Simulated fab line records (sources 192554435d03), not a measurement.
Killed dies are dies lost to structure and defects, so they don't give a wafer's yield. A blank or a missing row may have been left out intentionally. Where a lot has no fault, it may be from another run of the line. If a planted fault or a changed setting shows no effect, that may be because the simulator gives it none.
Which tool is to blame? :: flow n5-finfet :: 9 lots with 27 wafers sampled at 8 steps, on a route of 1938 steps

== WHAT THE GAUGES SHOWED, per wafer ==
N5_BEOL_M4_INSPECT_59: inspects for defects (darkfield).
lot: L542
measured: day 8 13:35
on: defect-inspect-02
raw-defect-count: 68 63 69

lot: L543
measured: day 8 23:08
on: defect-inspect-01
raw-defect-count: 40 47 84

lot: L545
measured: day 9 17:19
on: defect-inspect-02
raw-defect-count: 52 65 82

lot: L544
measured: day 9 21:56
on: defect-inspect-02
raw-defect-count: 68 60 74

lot: L551
measured: day 10 17:03
on: defect-inspect-01
raw-defect-count: 88 79 98

lot: L554
measured: day 11 16:20
on: defect-inspect-02
raw-defect-count: 1619 1623 1587

lot: L555
measured: day 11 20:43
on: defect-inspect-02
raw-defect-count: 1496 1535 1522

lot: L556
measured: day 12 04:26
on: defect-inspect-01
raw-defect-count: 81 73 177

lot: L563
measured: day 13 21:26
on: defect-inspect-02
raw-defect-count: 48 106 97

N5_BEOL_M4_RC_MEAS_101.
lot: L542
measured: day 8 13:37
on: prober-01
DIBL_N (mV/V): 36.0 35.2 37.9
DIBL_P (mV/V): 37.7 36.5 39.5
IOFF_N (nA/um): 0.17 0.16 0.22
IOFF_P (nA/um): 0.24 0.22 0.28
ION_N (uA/um): 685 686 693
ION_P (uA/um): 469 471 476
SS_N (mV/dec): 71.2 71.3 72.1
SS_P (mV/dec): 73.6 73.5 74.4
VT_N (mV): 248 249 247
VT_P (mV): -250 -250 -246

lot: L543
measured: day 8 23:29
on: prober-01
DIBL_N (mV/V): 35.5 36.5 34.6
DIBL_P (mV/V): 36.7 37.4 35.5
IOFF_N (nA/um): 0.17 0.20 0.16
IOFF_P (nA/um): 0.22 0.23 0.19
ION_N (uA/um): 701 691 686
ION_P (uA/um): 472 463 464
SS_N (mV/dec): 71.6 71.4 71.5
SS_P (mV/dec): 73.9 73.5 73.5
VT_N (mV): 246 246 250
VT_P (mV): -246 -246 -251

lot: L545
measured: day 9 17:30
on: prober-02
DIBL_N (mV/V): 37.9 35.0 37.2
DIBL_P (mV/V): 39.1 34.9 37.8
IOFF_N (nA/um): 0.19 0.13 0.16
IOFF_P (nA/um): 0.23 0.17 0.21
ION_N (uA/um): 686 666 669
ION_P (uA/um): 461 458 459
SS_N (mV/dec): 72.5 70.4 71.7
SS_P (mV/dec): 74.7 73.3 73.2
VT_N (mV): 247 255 251
VT_P (mV): -251 -254 -252

lot: L544
measured: day 9 21:58
on: prober-02
DIBL_N (mV/V): 35.7 34.6 36.0
DIBL_P (mV/V): 37.8 35.9 37.8
IOFF_N (nA/um): 0.17 0.14 0.18
IOFF_P (nA/um): 0.19 0.17 0.20
ION_N (uA/um): 678 662 680
ION_P (uA/um): 457 451 459
SS_N (mV/dec): 71.7 71.5 71.9
SS_P (mV/dec): 73.8 73.2 74.4
VT_N (mV): 250 252 247
VT_P (mV): -254 -256 -251

lot: L551
measured: day 10 17:04
on: prober-02
DIBL_N (mV/V): 37.5 37.0 38.2
DIBL_P (mV/V): 39.5 37.7 39.3
IOFF_N (nA/um): 0.18 0.16 0.19
IOFF_P (nA/um): 0.23 0.20 0.22
ION_N (uA/um): 680 662 677
ION_P (uA/um): 463 456 458
SS_N (mV/dec): 71.6 71.4 71.7
SS_P (mV/dec): 74.5 73.6 74.7
VT_N (mV): 249 250 247
VT_P (mV): -249 -251 -249

lot: L554
measured: day 11 16:40
on: prober-01
DIBL_N (mV/V): 34.4 36.8 37.4
DIBL_P (mV/V): 34.9 37.8 38.2
IOFF_N (nA/um): 0.12 0.15 0.16
IOFF_P (nA/um): 0.16 0.20 0.20
ION_N (uA/um): 665 668 682
ION_P (uA/um): 453 456 465
SS_N (mV/dec): 69.9 71.1 71.3
SS_P (mV/dec): 72.7 73.4 73.6
VT_N (mV): 255 254 253
VT_P (mV): -258 -252 -254

lot: L555
measured: day 11 20:44
on: prober-02
DIBL_N (mV/V): 34.3 32.1 35.0
DIBL_P (mV/V): 33.7 33.2 36.9
IOFF_N (nA/um): 0.13 0.11 0.15
IOFF_P (nA/um): 0.17 0.17 0.20
ION_N (uA/um): 657 669 663
ION_P (uA/um): 460 466 458
SS_N (mV/dec): 71.6 70.7 71.1
SS_P (mV/dec): 72.2 72.4 73.0
VT_N (mV): 254 252 249
VT_P (mV): -251 -253 -249

lot: L556
measured: day 12 04:37
on: prober-01
DIBL_N (mV/V): 34.6 35.9 36.6
DIBL_P (mV/V): 35.4 36.7 36.7
IOFF_N (nA/um): 0.13 0.16 0.17
IOFF_P (nA/um): 0.18 0.20 0.19
ION_N (uA/um): 671 684 684
ION_P (uA/um): 468 471 466
SS_N (mV/dec): 69.9 71.1 71.0
SS_P (mV/dec): 72.8 73.8 73.2
VT_N (mV): 252 251 253
VT_P (mV): -253 -252 -252

lot: L563
measured: day 13 21:46
on: prober-01
DIBL_N (mV/V): 36.0 34.6 38.6
DIBL_P (mV/V): 36.2 33.8 39.1
IOFF_N (nA/um): 0.16 0.12 0.21
IOFF_P (nA/um): 0.23 0.19 0.28
ION_N (uA/um): 678 665 692
ION_P (uA/um): 470 464 469
SS_N (mV/dec): 71.7 71.1 72.3
SS_P (mV/dec): 72.8 72.1 74.4
VT_N (mV): 248 252 247
VT_P (mV): -249 -251 -247

N5_BEOL_M5_INSPECT_13: inspects for defects (brightfield).
lot: L542
measured: day 8 16:10
on: defect-inspect-01
raw-defect-count: 560 482 327

lot: L543
measured: day 9 03:07
on: defect-inspect-02
raw-defect-count: 415 325 453

lot: L545
measured: day 9 21:53
on: defect-inspect-01
raw-defect-count: 330 487 416

lot: L544
measured: day 10 00:49
on: defect-inspect-02
raw-defect-count: 348 300 398

lot: L551
measured: day 10 20:10
on: defect-inspect-01
raw-defect-count: 556 426 645

lot: L554
measured: day 11 19:15
on: defect-inspect-02
raw-defect-count: 1877 2038 1935

lot: L555
measured: day 12 01:06
on: defect-inspect-02
raw-defect-count: 1807 1908 2094

lot: L556
measured: day 12 08:25
on: defect-inspect-01
raw-defect-count: 394 385 686

lot: L563
measured: day 14 00:50
on: defect-inspect-02
raw-defect-count: 469 522 426

N5_BEOL_M5_INSPECT_30: inspects for defects (brightfield).
lot: L542
measured: day 8 18:34
on: defect-inspect-02
raw-defect-count: 569 487 326

lot: L543
measured: day 9 05:27
on: defect-inspect-01
raw-defect-count: 387 387 456

lot: L545
measured: day 9 23:35
on: defect-inspect-02
raw-defect-count: 314 446 417

lot: L544
measured: day 10 05:05
on: defect-inspect-01
raw-defect-count: 327 295 416

lot: L551
measured: day 10 22:44
on: defect-inspect-02
raw-defect-count: 533 432 621

lot: L554
measured: day 11 23:41
on: defect-inspect-02
raw-defect-count: 1882 2040 1963

lot: L555
measured: day 12 02:48
on: defect-inspect-01
raw-defect-count: 1828 1925 2119

lot: L556
measured: day 12 10:30
on: defect-inspect-01
raw-defect-count: 384 383 660

lot: L563
measured: day 14 02:56
on: defect-inspect-02
raw-defect-count: 490 534 422

== WHAT TOOL EACH LOT RAN ON (gives the tool, then ch and the chambers of the sampled wafers, and finally the start) ==
lot: L542
N5_BEOL_M4_SPUTTER_48: pvd-sputter-03, day 8 10:46
N5_BEOL_M4_ANNEAL_80: pvd-sputter-03, day 8 11:04
N5_BEOL_M4_SPUTTER_92: pvd-sputter-03, day 8 12:05
N5_BEOL_M4_CO_CAP_55: cvd-co-01 ch 0,1,2, day 8 13:23

lot: L543
N5_BEOL_M4_SPUTTER_48: pvd-sputter-03, day 8 20:05
N5_BEOL_M4_ANNEAL_80: pvd-sputter-03, day 8 20:23
N5_BEOL_M4_SPUTTER_92: pvd-sputter-03, day 8 21:24
N5_BEOL_M4_CO_CAP_55: cvd-co-01 ch 0,1,2, day 8 22:54

lot: L545
N5_BEOL_M4_SPUTTER_48: pvd-sputter-01, day 9 14:28
N5_BEOL_M4_ANNEAL_80: pvd-sputter-01, day 9 14:46
N5_BEOL_M4_SPUTTER_92: pvd-sputter-01, day 9 15:47
N5_BEOL_M4_CO_CAP_55: cvd-co-01 ch 0,1, day 9 17:05

lot: L544
N5_BEOL_M4_SPUTTER_48: pvd-sputter-01, day 9 19:06
N5_BEOL_M4_ANNEAL_80: pvd-sputter-01, day 9 19:24
N5_BEOL_M4_SPUTTER_92: pvd-sputter-01, day 9 20:25
N5_BEOL_M4_CO_CAP_55: cvd-co-02 ch 0,1,2, day 9 21:43

lot: L551
N5_BEOL_M4_SPUTTER_48: pvd-sputter-03, day 10 14:13
N5_BEOL_M4_ANNEAL_80: pvd-sputter-03, day 10 14:31
N5_BEOL_M4_SPUTTER_92: pvd-sputter-03, day 10 15:32
N5_BEOL_M4_CO_CAP_55: cvd-co-01 ch 1,2, day 10 16:50

lot: L554
N5_BEOL_M4_SPUTTER_48: pvd-sputter-01, day 11 13:30
N5_BEOL_M4_ANNEAL_80: pvd-sputter-01, day 11 13:48
N5_BEOL_M4_SPUTTER_92: pvd-sputter-01, day 11 14:49
N5_BEOL_M4_CO_CAP_55: cvd-co-01 ch 0,1, day 11 16:08

lot: L555
N5_BEOL_M4_SPUTTER_48: pvd-sputter-01, day 11 17:05
N5_BEOL_M4_ANNEAL_80: pvd-sputter-01, day 11 17:23
N5_BEOL_M4_SPUTTER_92: pvd-sputter-01, day 11 18:24
N5_BEOL_M4_CO_CAP_55: cvd-co-01 ch 0,1,2, day 11 20:31

lot: L556
N5_BEOL_M4_SPUTTER_48: pvd-sputter-01, day 12 01:21
N5_BEOL_M4_ANNEAL_80: pvd-sputter-01, day 12 01:39
N5_BEOL_M4_SPUTTER_92: pvd-sputter-01, day 12 02:40
N5_BEOL_M4_CO_CAP_55: cvd-co-02 ch 0,1, day 12 04:11

lot: L563
N5_BEOL_M4_SPUTTER_48: pvd-sputter-03, day 13 18:36
N5_BEOL_M4_ANNEAL_80: pvd-sputter-03, day 13 18:54
N5_BEOL_M4_SPUTTER_92: pvd-sputter-03, day 13 19:55
N5_BEOL_M4_CO_CAP_55: cvd-co-02 ch 0,1,2, day 13 21:14
- N5_BEOL_M4_SPUTTER_48: material Cu, target thk 4.5 nm, time 8.29 s.
- N5_BEOL_M4_ANNEAL_80: time 240 s.
- N5_BEOL_M4_SPUTTER_92: material Cu, target thk 4.5 nm, time 8.29 s.
- N5_BEOL_M4_CO_CAP_55: material Co, precursor CCTBA/H2, target thk 2 nm, time 102.1 s.

== WHAT THE TOOLS THEMSELVES READ (means of the sampled wafers that have a number; where no wafer has one, the mark that the record gives instead) ==
N5_BEOL_M4_SPUTTER_48.
lot: L542
tool: pvd-sputter-03
throttle-valve-pct (%): 30.0

lot: L543
tool: pvd-sputter-03
throttle-valve-pct (%): 30.0

lot: L545
tool: pvd-sputter-01
throttle-valve-pct (%): 29.8

lot: L544
tool: pvd-sputter-01
throttle-valve-pct (%): 28.8

lot: L551
tool: pvd-sputter-03
throttle-valve-pct (%): 28.1

lot: L554
tool: pvd-sputter-01
throttle-valve-pct (%): 29.0

lot: L555
tool: pvd-sputter-01
throttle-valve-pct (%): 29.9

lot: L556
tool: pvd-sputter-01
throttle-valve-pct (%): 29.8

lot: L563
tool: pvd-sputter-03
throttle-valve-pct (%): 29.0

N5_BEOL_M4_ANNEAL_80.
lot: L542
tool: pvd-sputter-03
heater-power-w (W): 859

lot: L543
tool: pvd-sputter-03
heater-power-w (W): 857

lot: L545
tool: pvd-sputter-01
heater-power-w (W): 860

lot: L544
tool: pvd-sputter-01
heater-power-w (W): 826

lot: L551
tool: pvd-sputter-03
heater-power-w (W): 754

lot: L554
tool: pvd-sputter-01
heater-power-w (W): 800

lot: L555
tool: pvd-sputter-01
heater-power-w (W): 827

lot: L556
tool: pvd-sputter-01
heater-power-w (W): 830

lot: L563
tool: pvd-sputter-03
heater-power-w (W): 800

N5_BEOL_M4_SPUTTER_92.
lot: L542
tool: pvd-sputter-03
throttle-valve-pct (%): 30.1

lot: L543
tool: pvd-sputter-03
throttle-valve-pct (%): 29.9

lot: L545
tool: pvd-sputter-01
throttle-valve-pct (%): 29.7

lot: L544
tool: pvd-sputter-01
throttle-valve-pct (%): 29.0

lot: L551
tool: pvd-sputter-03
throttle-valve-pct (%): 28.1

lot: L554
tool: pvd-sputter-01
throttle-valve-pct (%): 29.0

lot: L555
tool: pvd-sputter-01
throttle-valve-pct (%): 29.9

lot: L556
tool: pvd-sputter-01
throttle-valve-pct (%): 29.9

lot: L563
tool: pvd-sputter-03
throttle-valve-pct (%): 29.1

N5_BEOL_M4_CO_CAP_55.
lot: L542
tool: cvd-co-01
heater-power-w (W): 233

lot: L543
tool: cvd-co-01
heater-power-w (W): 233

lot: L545
tool: cvd-co-01
heater-power-w (W): 229

lot: L544
tool: cvd-co-02
heater-power-w (W): 237

lot: L551
tool: cvd-co-01
heater-power-w (W): 242

lot: L554
tool: cvd-co-01
heater-power-w (W): 222

lot: L555
tool: cvd-co-01
heater-power-w (W): 233

lot: L556
tool: cvd-co-02
heater-power-w (W): 236

lot: L563
tool: cvd-co-02
heater-power-w (W): 234

== THE ANSWER, worked out from the rows above alone ==
Rule: the lots themselves supply what counts as usual. The widest of any qualifying gaps counts: lots, ordered by their means at a reading, are off when they make up no more than a third of the lots, leave a main group of 4 or more, and stand apart from it by 3 or more times the standard deviation of that group's means. Not used: any main group whose means are identical at the precision the tables above print for the reading. Also off: a lot with no number at a reading for which 4 or more lots have one. The other lots that the step has rows for count as sound. First the gauges in route order, then the tools' own readings, where a lot's mean is used as printed above. At the first step where some lot is off, the reading lying furthest off is the one used; lots without a number count as furthest.
Off: L554, L555, at N5_BEOL_M4_INSPECT_59 (raw-defect-count). For the main group the mean is 77 and the standard deviation 17.
If a tool, at a process step before that reading, ran all the lots that are off and no sound lot after the first of them, it fits. The gauges at N5_BEOL_M4_INSPECT_59 aren't tried: what is off there is off at N5_BEOL_M4_RC_MEAS_101 too, on other tools, and a gauge's error can't cause that. One fits: N5_BEOL_M4_CO_CAP_55 on cvd-co-01. A fault onset in the window from L551 (day 10 16:50, its last sound lot) to L554 (day 11 16:08, its first lot off) fits.

== WHAT WAS PUT IN BY THE SIMULATOR ==
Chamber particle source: cvd-co-01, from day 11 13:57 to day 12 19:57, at N5_BEOL_M4_CO_CAP_55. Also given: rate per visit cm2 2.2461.
Struck lots among those shown: L554, L555. Same finding as the rule above.
